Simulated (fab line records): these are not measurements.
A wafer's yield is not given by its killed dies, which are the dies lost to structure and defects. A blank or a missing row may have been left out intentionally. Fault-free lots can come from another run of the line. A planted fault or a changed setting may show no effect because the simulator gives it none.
Comparing a struck lot with a sound one | flow n5 finfet | 15 steps out of a route of 1938
Sound: the wafers L548.3, L548.4, L548.5. Struck: wafer L561.6. (L561.3, L561.4 of the same lot were not struck and are left out.) The cause comes at the end.
For every step that has rows: the tool of each side, followed by ch and its chambers, followed by its first start. Under that, the readings that differ: sound wafers | struck wafers | difference of the means | sigmas: that difference in standard deviations of wafers without a fault.
alike: words and numbers the same on both sides, and readings whose means are apart by under 2 such deviations; not compared: readings that were withheld, readings missing a value for some wafer, numbers with overlapping values and no deviation given by the record, and bounds like >300 which may hide the same value.
A row with sigmas, a row that says differs or no value, or rows on one side alone: a step with any of these is where the two part. Numbers that have no deviation but don't overlap get no sigmas and don't part them. Lack of a reading on every wafer of one side parts them only where that side has two or more wafers.

first, 8 steps without rows for these wafers: N5_BEOL_M11_COAT_63 (time 60 s, resist thk 100 nm); N5_BEOL_M11_COAT_64 (time 60 s, resist thk 30 nm); N5_BEOL_M11_COAT_22 (resist thk 90 nm); N5_BEOL_M11_EBR_24; N5_BEOL_M11_SOFTBAKE_23 (time 60 s); N5_BEOL_M11_EXPOSE_25 (exposes mask V10); N5_BEOL_M11_PEB_26 (peb time 60 s); N5_BEOL_M11_DEVELOP_27 (develop time 30 s).
N5_BEOL_M11_CD_MEAS_28: the cd target is 70 nm.
  sound on cd sem-01 ch 0, day 11 20:14; struck on cd sem-02 ch 0, day 15 12:19
  alike: cd nm
N5_BEOL_M11_OVL_MEAS_29:
  sound on overlay-02 ch 0, day 11 20:16; struck on overlay-01 ch 0, day 15 12:20
  alike: V10_OVL
N5_BEOL_M11_INSPECT_30: inspects for defects (brightfield).
  struck on defect inspect-01, day 15 12:22; sound on defect inspect-01, day 11 20:17
  alike: raw defect count
N5_BEOL_M11_DESCUM_33: chemistry O2, time 7.9 s.
  sound on rie diel-02 ch 2,3, day 11 20:19; struck on rie diel-06 ch 1, day 15 12:42
  reading          | sound             | struck | difference | sigmas
  bias power w (W) | 20.08 20.13 20.12 | 19.92  | -0.19      | -3
  alike: drypump motor current A, oes product au, rf vpp V, showerhead plenum p Torr, throttle valve pct
  not compared: rf hours counter h
N5_BEOL_M11_ETCH_65: etches SiARC in CF4, target depth 39 nm, time 65 s.
  sound on rie diel-02 ch 2,3, day 11 20:21; struck on rie diel-06 ch 1, day 15 12:44
  reading               | sound          | struck | difference | sigmas
  etch rf on time s (s) | 65.0 65.7 66.3 | 46.6   | -19.1      | -16
  alike: drypump motor current A, mfc ar sccm, oes product au, rf vpp V, showerhead plenum p Torr, throttle valve pct
  not compared: rf hours counter h
N5_BEOL_M11_ETCH_66: etches SOC in N2/H2, target depth 120 nm, overetch 24 nm, time 180 s.
  sound on rie diel-02 ch 2,3, day 11 20:24; struck on rie diel-06 ch 1, day 15 12:47
  alike: drypump motor current A, oes product au, rf vpp V, showerhead plenum p Torr, throttle valve pct
  not compared: rf hours counter h
N5_PASSIVATION_PROBE_49:
  the record has rows for the struck wafers here (prober-01, day 17 09:49) and none for the sound ones

## WHERE THEY PART
Earliest at N5_BEOL_M11_DESCUM_33; latest, in this record, at N5_PASSIVATION_PROBE_49.

WHY: what the simulator had put in
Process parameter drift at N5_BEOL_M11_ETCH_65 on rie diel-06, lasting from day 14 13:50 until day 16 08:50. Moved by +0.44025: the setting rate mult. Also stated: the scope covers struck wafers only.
